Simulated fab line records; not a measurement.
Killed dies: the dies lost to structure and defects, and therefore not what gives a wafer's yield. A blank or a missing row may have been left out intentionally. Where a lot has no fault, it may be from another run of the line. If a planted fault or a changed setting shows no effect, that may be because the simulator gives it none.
Which tool is to blame? || flow nandHarc || Sampling: 11 lots, 33 wafers, 7 of 1302 route steps

## WHAT EACH GAUGE READ, for each wafer
NHARC_A_M1_CD_MEAS_09: the cd target is 120 nm. Usual: 119.8 nm for cdNm, sd 0.6.
{"lot": "L757", "measured": "day 23 09:47", "on": "cdSem-01", "cdNm (nm)": "119.4 119.2 119.9", "flag": ""}
{"lot": "L760", "measured": "day 24 16:37", "on": "cdSem-03", "cdNm (nm)": "120.2 120.2 119.4", "flag": ""}
{"lot": "L759", "measured": "day 24 21:13", "on": "cdSem-02", "cdNm (nm)": "121.0 119.7 120.4", "flag": ""}
{"lot": "L762", "measured": "day 26 09:25", "on": "cdSem-01", "cdNm (nm)": "120.9 121.5 121.7", "flag": ""}
{"lot": "L768", "measured": "day 28 11:26", "on": "cdSem-02", "cdNm (nm)": "119.9 120.1 119.8", "flag": ""}
{"lot": "L769", "measured": "day 28 11:57", "on": "cdSem-02", "cdNm (nm)": "119.9 120.8 120.7", "flag": ""}
{"lot": "L770", "measured": "day 28 13:44", "on": "cdSem-03", "cdNm (nm)": "119.3 118.9 119.1", "flag": ""}
{"lot": "L771", "measured": "day 29 14:13", "on": "cdSem-02", "cdNm (nm)": "119.5 119.2 120.1", "flag": ""}
{"lot": "L772", "measured": "day 29 17:40", "on": "cdSem-03", "cdNm (nm)": "119.8 119.1 119.7", "flag": ""}
{"lot": "L773", "measured": "day 30 08:57", "on": "cdSem-02", "cdNm (nm)": "119.6 119.4 119.3", "flag": ""}
{"lot": "L776", "measured": "day 31 12:52", "on": "cdSem-02", "cdNm (nm)": "119.2 119.4 119.3", "flag": ""}

NHARC_A_M1_INSPECT_11. Usual: 86 for rawDefectCount, sd 37.
{"lot": "L757", "measured": "day 23 09:54", "on": "defectInspect-01", "rawDefectCount": "160 161 155", "flag": ""}
{"lot": "L760", "measured": "day 24 16:44", "on": "defectInspect-01", "rawDefectCount": "69 56 66", "flag": ""}
{"lot": "L759", "measured": "day 24 21:20", "on": "defectInspect-01", "rawDefectCount": "140 142 156", "flag": ""}
{"lot": "L762", "measured": "day 26 09:32", "on": "defectInspect-01", "rawDefectCount": "86 95 86", "flag": ""}
{"lot": "L768", "measured": "day 28 11:34", "on": "defectInspect-02", "rawDefectCount": "88 99 87", "flag": ""}
{"lot": "L769", "measured": "day 28 12:05", "on": "defectInspect-01", "rawDefectCount": "80 51 85", "flag": ""}
{"lot": "L770", "measured": "day 28 13:52", "on": "defectInspect-01", "rawDefectCount": "114 139 153", "flag": ""}
{"lot": "L771", "measured": "day 29 14:20", "on": "defectInspect-01", "rawDefectCount": "69 50 45", "flag": ""}
{"lot": "L772", "measured": "day 29 17:47", "on": "defectInspect-02", "rawDefectCount": "111 117 121", "flag": ""}
{"lot": "L773", "measured": "day 30 09:04", "on": "defectInspect-02", "rawDefectCount": "80 75 53", "flag": ""}
{"lot": "L776", "measured": "day 31 13:00", "on": "defectInspect-02", "rawDefectCount": "29 30 22", "flag": ""}

NHARC_A_M1_THK_MEAS_24: measures by xrf. Usual: 154.3 nm for thkNm, sd 1.5.
{"lot": "L757", "measured": "day 23 12:37", "on": "filmMetro-01", "thkNm (nm)": "155.5 154.4 156.0", "flag": ""}
{"lot": "L760", "measured": "day 24 19:19", "on": "filmMetro-01", "thkNm (nm)": "29.8 29.9 31.6", "flag": "OFF"}
{"lot": "L759", "measured": "day 24 23:50", "on": "filmMetro-01", "thkNm (nm)": "30.4 30.8 29.4", "flag": "OFF"}
{"lot": "L762", "measured": "day 26 12:07", "on": "filmMetro-01", "thkNm (nm)": "152.9 153.2 150.8", "flag": ""}
{"lot": "L768", "measured": "day 28 14:06", "on": "filmMetro-02", "thkNm (nm)": "156.8 153.4 154.7", "flag": ""}
{"lot": "L769", "measured": "day 28 14:38", "on": "filmMetro-01", "thkNm (nm)": "152.8 155.7 152.9", "flag": ""}
{"lot": "L770", "measured": "day 28 16:23", "on": "filmMetro-01", "thkNm (nm)": "155.0 156.2 153.0", "flag": ""}
{"lot": "L771", "measured": "day 29 16:49", "on": "filmMetro-01", "thkNm (nm)": "153.8 155.9 155.5", "flag": ""}
{"lot": "L772", "measured": "day 29 20:17", "on": "filmMetro-02", "thkNm (nm)": "151.9 153.0 153.2", "flag": ""}
{"lot": "L773", "measured": "day 30 11:35", "on": "filmMetro-02", "thkNm (nm)": "156.6 154.8 157.0", "flag": ""}
{"lot": "L776", "measured": "day 31 15:29", "on": "filmMetro-02", "thkNm (nm)": "155.5 154.3 153.8", "flag": ""}

NHARC_END_SORT_01. Usual: defectLimitedYield 91.5 %, standard deviation 2.9; killedAtArray 53, standard deviation 20; killedAtOther 1, standard deviation 1.2; killedAtPeriphery 3.7, standard deviation 2.6; killedDies 58, standard deviation 20; killedOpen 3.5, standard deviation 1.8; killedShort 2.4, standard deviation 1.7; sort_bin_2_pct 3.1 %, standard deviation 1.3; sort_bin_3_pct 0.6 %, standard deviation 0.4; sort_bin_4_pct 4.9 %, standard deviation 1.7; sortNPass 619, standard deviation 20; sortRimYieldPct 92 %, standard deviation 4; sortYieldPct 91.5 %, standard deviation 2.9.
{"lot": "L760", "measured": "day 26 02:25", "on": "prober-02", "defectLimitedYield (%)": "0 0 0", "killedAtArray": "671 670 670", "killedAtOther": "3 2 3", "killedAtPeriphery": "3 5 4", "killedDies": "677 677 677", "killedOpen": "1 2 6", "killedShort": "3 6 1", "sort_bin_2_pct (%)": "94.8 94.4 93.9", "sort_bin_3_pct (%)": "0.9 0.7 0.7", "sort_bin_4_pct (%)": "4.3 4.9 5.3", "sortNPass": "0 0 0", "sortRimYieldPct (%)": "0 0 0", "sortYieldPct (%)": "0 0 0", "flag": "OFF"}

## WHAT TOOL EACH LOT RAN ON (gives the tool, then ch and the chambers of the sampled wafers, and finally the start)
{"lot": "L757", "NHARC_A_M1_ETCH_28": "rieDiel-01 ch 0,2,3, day 23 11:43 or earlier", "NHARC_A_M1_ECD_22": "ecdCu-02 ch 0,1, day 23 11:43", "NHARC_A_M1_CMP_23": "cmp-02 ch 0,1,2, day 23 12:22"}
{"lot": "L760", "NHARC_A_M1_ETCH_28": "rieDiel-04 ch 0,1,2, day 24 18:11 or earlier", "NHARC_A_M1_ECD_22": "ecdCu-02 ch 0,1, day 24 18:11", "NHARC_A_M1_CMP_23": "cmp-02 ch 0,2,3, day 24 19:05"}
{"lot": "L759", "NHARC_A_M1_ETCH_28": "rieDiel-04 ch 0,3, day 24 22:53 or earlier", "NHARC_A_M1_ECD_22": "ecdCu-02 ch 0,1, day 24 22:53", "NHARC_A_M1_CMP_23": "cmp-01 ch 0,2,3, day 24 23:34"}
{"lot": "L762", "NHARC_A_M1_ETCH_28": "rieDiel-01 ch 1,2,3, day 26 11:08 or earlier", "NHARC_A_M1_ECD_22": "ecdCu-02 ch 0, day 26 11:08", "NHARC_A_M1_CMP_23": "cmp-03 ch 2,3, day 26 11:50"}
{"lot": "L768", "NHARC_A_M1_ETCH_28": "rieDiel-05 ch 0,3, day 28 13:09 or earlier", "NHARC_A_M1_ECD_22": "ecdCu-02 ch 0,1, day 28 13:09", "NHARC_A_M1_CMP_23": "cmp-01 ch 0,3, day 28 13:47"}
{"lot": "L769", "NHARC_A_M1_ETCH_28": "rieDiel-04 ch 0,3, day 28 13:38 or earlier", "NHARC_A_M1_ECD_22": "ecdCu-02 ch 0,1, day 28 13:38", "NHARC_A_M1_CMP_23": "cmp-02 ch 0,1,2, day 28 14:22"}
{"lot": "L770", "NHARC_A_M1_ETCH_28": "rieDiel-01 ch 0,1,2, day 28 15:19 or earlier", "NHARC_A_M1_ECD_22": "ecdCu-02 ch 0,1, day 28 15:19", "NHARC_A_M1_CMP_23": "cmp-02 ch 0,1,3, day 28 16:05"}
{"lot": "L771", "NHARC_A_M1_ETCH_28": "rieDiel-05 ch 0,3, day 29 15:55 or earlier", "NHARC_A_M1_ECD_22": "ecdCu-02 ch 0,1, day 29 15:55", "NHARC_A_M1_CMP_23": "cmp-03 ch 0,1,2, day 29 16:34"}
{"lot": "L772", "NHARC_A_M1_ETCH_28": "rieDiel-01 ch 0,1,3, day 29 19:19 or earlier", "NHARC_A_M1_ECD_22": "ecdCu-02 ch 0,1, day 29 19:19", "NHARC_A_M1_CMP_23": "cmp-03 ch 0,2, day 29 20:00"}
{"lot": "L773", "NHARC_A_M1_ETCH_28": "rieDiel-05 ch 2,3, day 30 10:40 or earlier", "NHARC_A_M1_ECD_22": "ecdCu-01 ch 0,1, day 30 10:40", "NHARC_A_M1_CMP_23": "cmp-03 ch 1,2, day 30 11:17"}
{"lot": "L776", "NHARC_A_M1_ETCH_28": "rieDiel-05 ch 2,3, day 31 14:26 or earlier", "NHARC_A_M1_ECD_22": "ecdCu-02 ch 0,1, day 31 14:26", "NHARC_A_M1_CMP_23": "cmp-03 ch 2,3, day 31 15:10"}
- NHARC_A_M1_ETCH_28: etches the open film in CF4/N2, target depth 30 nm, time 72.99 s.
- NHARC_A_M1_ECD_22: material Cu, target thk 400 nm.
- NHARC_A_M1_CMP_23: polishes, t overpolish 20 s, target thk 154.34 nm.

## AS READ BY THE TOOLS THEMSELVES (means over the sampled wafers that have a number; for cases with no such wafer, the mark the record gives instead)
NHARC_A_M1_ETCH_28. Usual: drypumpMotorCurrentA 5.8 A, standard deviation 0.49; n2FlowSccm 100.0 sccm, standard deviation 0.31; oesProductAu 1.000 a.u., standard deviation 0.013; rfVppV 315.2 V, standard deviation 1.6; showerheadPlenumPTorr 2.69 Torr, standard deviation 0.077; throttleValvePct 19.794 %, standard deviation 0.009.
{"lot": "L757", "tool": "rieDiel-01", "drypumpMotorCurrentA (A)": 5.7, "n2FlowSccm (sccm)": 100.0, "oesProductAu (a.u.)": 0.994, "rfVppV (V)": 314.8, "showerheadPlenumPTorr (Torr)": 2.64, "throttleValvePct (%)": 19.799, "flag": ""}
{"lot": "L760", "tool": "rieDiel-04", "drypumpMotorCurrentA (A)": 5.6, "n2FlowSccm (sccm)": 100.1, "oesProductAu (a.u.)": 1.013, "rfVppV (V)": 316.2, "showerheadPlenumPTorr (Torr)": 2.78, "throttleValvePct (%)": 19.793, "flag": ""}
{"lot": "L759", "tool": "rieDiel-04", "drypumpMotorCurrentA (A)": 6.2, "n2FlowSccm (sccm)": 100.1, "oesProductAu (a.u.)": 1.010, "rfVppV (V)": 315.5, "showerheadPlenumPTorr (Torr)": 2.74, "throttleValvePct (%)": 19.791, "flag": ""}
{"lot": "L762", "tool": "rieDiel-01", "drypumpMotorCurrentA (A)": 5.6, "n2FlowSccm (sccm)": 100.0, "oesProductAu (a.u.)": 1.007, "rfVppV (V)": 313.8, "showerheadPlenumPTorr (Torr)": 2.58, "throttleValvePct (%)": 19.790, "flag": ""}
{"lot": "L768", "tool": "rieDiel-05", "drypumpMotorCurrentA (A)": 6.0, "n2FlowSccm (sccm)": 100.1, "oesProductAu (a.u.)": 0.990, "rfVppV (V)": 316.2, "showerheadPlenumPTorr (Torr)": 2.74, "throttleValvePct (%)": 19.788, "flag": ""}
{"lot": "L769", "tool": "rieDiel-04", "drypumpMotorCurrentA (A)": 6.2, "n2FlowSccm (sccm)": 100.4, "oesProductAu (a.u.)": 1.004, "rfVppV (V)": 316.6, "showerheadPlenumPTorr (Torr)": 2.73, "throttleValvePct (%)": 19.793, "flag": ""}
{"lot": "L770", "tool": "rieDiel-01", "drypumpMotorCurrentA (A)": 5.8, "n2FlowSccm (sccm)": 99.7, "oesProductAu (a.u.)": 0.997, "rfVppV (V)": 313.2, "showerheadPlenumPTorr (Torr)": 2.59, "throttleValvePct (%)": 19.801, "flag": ""}
{"lot": "L771", "tool": "rieDiel-05", "drypumpMotorCurrentA (A)": 6.0, "n2FlowSccm (sccm)": 99.9, "oesProductAu (a.u.)": 0.997, "rfVppV (V)": 315.9, "showerheadPlenumPTorr (Torr)": 2.74, "throttleValvePct (%)": 19.788, "flag": ""}
{"lot": "L772", "tool": "rieDiel-01", "drypumpMotorCurrentA (A)": 6.1, "n2FlowSccm (sccm)": 99.9, "oesProductAu (a.u.)": 0.999, "rfVppV (V)": 314.0, "showerheadPlenumPTorr (Torr)": 2.61, "throttleValvePct (%)": 19.797, "flag": ""}
{"lot": "L773", "tool": "rieDiel-05", "drypumpMotorCurrentA (A)": 5.6, "n2FlowSccm (sccm)": 99.9, "oesProductAu (a.u.)": 0.982, "rfVppV (V)": 316.3, "showerheadPlenumPTorr (Torr)": 2.74, "throttleValvePct (%)": 19.806, "flag": ""}
{"lot": "L776", "tool": "rieDiel-05", "drypumpMotorCurrentA (A)": 5.6, "n2FlowSccm (sccm)": 99.9, "oesProductAu (a.u.)": 0.980, "rfVppV (V)": 315.9, "showerheadPlenumPTorr (Torr)": 2.74, "throttleValvePct (%)": 19.790, "flag": ""}

NHARC_A_M1_ECD_22. Usual: bathHeatDutyPct 6.1 %, standard deviation 0.46; bathTempC 25.00 C, standard deviation 0.11.
{"lot": "L757", "tool": "ecdCu-02", "bathHeatDutyPct (%)": 6.0, "bathTempC (C)": 25.00, "flag": ""}
{"lot": "L760", "tool": "ecdCu-02", "bathHeatDutyPct (%)": "-", "bathTempC (C)": "-", "flag": "OFF"}
{"lot": "L759", "tool": "ecdCu-02", "bathHeatDutyPct (%)": "-", "bathTempC (C)": "-", "flag": "OFF"}
{"lot": "L762", "tool": "ecdCu-02", "bathHeatDutyPct (%)": 5.9, "bathTempC (C)": 24.94, "flag": ""}
{"lot": "L768", "tool": "ecdCu-02", "bathHeatDutyPct (%)": 6.3, "bathTempC (C)": 25.09, "flag": ""}
{"lot": "L769", "tool": "ecdCu-02", "bathHeatDutyPct (%)": 5.6, "bathTempC (C)": 25.06, "flag": ""}
{"lot": "L770", "tool": "ecdCu-02", "bathHeatDutyPct (%)": 6.1, "bathTempC (C)": 24.94, "flag": ""}
{"lot": "L771", "tool": "ecdCu-02", "bathHeatDutyPct (%)": 6.2, "bathTempC (C)": 25.08, "flag": ""}
{"lot": "L772", "tool": "ecdCu-02", "bathHeatDutyPct (%)": 6.0, "bathTempC (C)": 25.07, "flag": ""}
{"lot": "L773", "tool": "ecdCu-01", "bathHeatDutyPct (%)": 6.4, "bathTempC (C)": 25.02, "flag": ""}
{"lot": "L776", "tool": "ecdCu-02", "bathHeatDutyPct (%)": 5.8, "bathTempC (C)": 25.03, "flag": ""}

NHARC_A_M1_CMP_23. Usual: motorCurrentA 11.8 A, standard deviation 0.79; retainingRingPressureFrac 1.000, standard deviation 0.0048; timeToEndpointS 28.3 s, standard deviation 2.5.
{"lot": "L757", "tool": "cmp-02", "motorCurrentA (A)": 12.3, "retainingRingPressureFrac": 1.002, "timeToEndpointS (s)": 30.0, "flag": ""}
{"lot": "L760", "tool": "cmp-02", "motorCurrentA (A)": 11.9, "retainingRingPressureFrac": 0.997, "timeToEndpointS (s)": 3.5, "flag": "OFF"}
{"lot": "L759", "tool": "cmp-01", "motorCurrentA (A)": 11.7, "retainingRingPressureFrac": 0.995, "timeToEndpointS (s)": 0.3, "flag": "OFF"}
{"lot": "L762", "tool": "cmp-03", "motorCurrentA (A)": 11.8, "retainingRingPressureFrac": 1.000, "timeToEndpointS (s)": 28.1, "flag": ""}
{"lot": "L768", "tool": "cmp-01", "motorCurrentA (A)": 11.9, "retainingRingPressureFrac": 1.001, "timeToEndpointS (s)": 26.1, "flag": ""}
{"lot": "L769", "tool": "cmp-02", "motorCurrentA (A)": 12.3, "retainingRingPressureFrac": 1.000, "timeToEndpointS (s)": 27.9, "flag": ""}
{"lot": "L770", "tool": "cmp-02", "motorCurrentA (A)": 12.7, "retainingRingPressureFrac": 0.997, "timeToEndpointS (s)": 28.0, "flag": ""}
{"lot": "L771", "tool": "cmp-03", "motorCurrentA (A)": 11.6, "retainingRingPressureFrac": 0.997, "timeToEndpointS (s)": 30.1, "flag": ""}
{"lot": "L772", "tool": "cmp-03", "motorCurrentA (A)": 11.8, "retainingRingPressureFrac": 1.003, "timeToEndpointS (s)": 32.0, "flag": ""}
{"lot": "L773", "tool": "cmp-03", "motorCurrentA (A)": 11.1, "retainingRingPressureFrac": 1.002, "timeToEndpointS (s)": 30.9, "flag": ""}
{"lot": "L776", "tool": "cmp-03", "motorCurrentA (A)": 11.7, "retainingRingPressureFrac": 1.002, "timeToEndpointS (s)": 24.7, "flag": ""}

## THE ANSWER, worked out from the rows above alone
Rule: take the mean of a lot's wafers that have a number; if it is more than 3 standard deviations from the usual mean, the lot is off. A lot without any number at a reading at which 4 lots or more have one is off too. All remaining lots with rows at the step are treated as sound. The gauges are gone through in route order, then the tools' own readings, and for those a lot's mean is taken as printed above. The first step at which some lot is off is used, and at that step the reading that is off furthest; a lot without a number counts as furthest.
Off at NHARC_A_M1_THK_MEAS_24 (thkNm): L760, L759.
If a tool, at a process step before that reading, ran all the lots that are off and no sound lot after the first of them, it fits. Not tried: the gauges at NHARC_A_M1_THK_MEAS_24; whatever is off there is also off at NHARC_A_M1_ECD_22, on other tools, and gauge error can't account for it. NHARC_A_M1_ETCH_28 gives no start for some lots, so the hours and the order of its lots are those of NHARC_A_M1_ECD_22. No candidate that was tried fits.

## WHAT THE SIMULATOR HAD PUT IN
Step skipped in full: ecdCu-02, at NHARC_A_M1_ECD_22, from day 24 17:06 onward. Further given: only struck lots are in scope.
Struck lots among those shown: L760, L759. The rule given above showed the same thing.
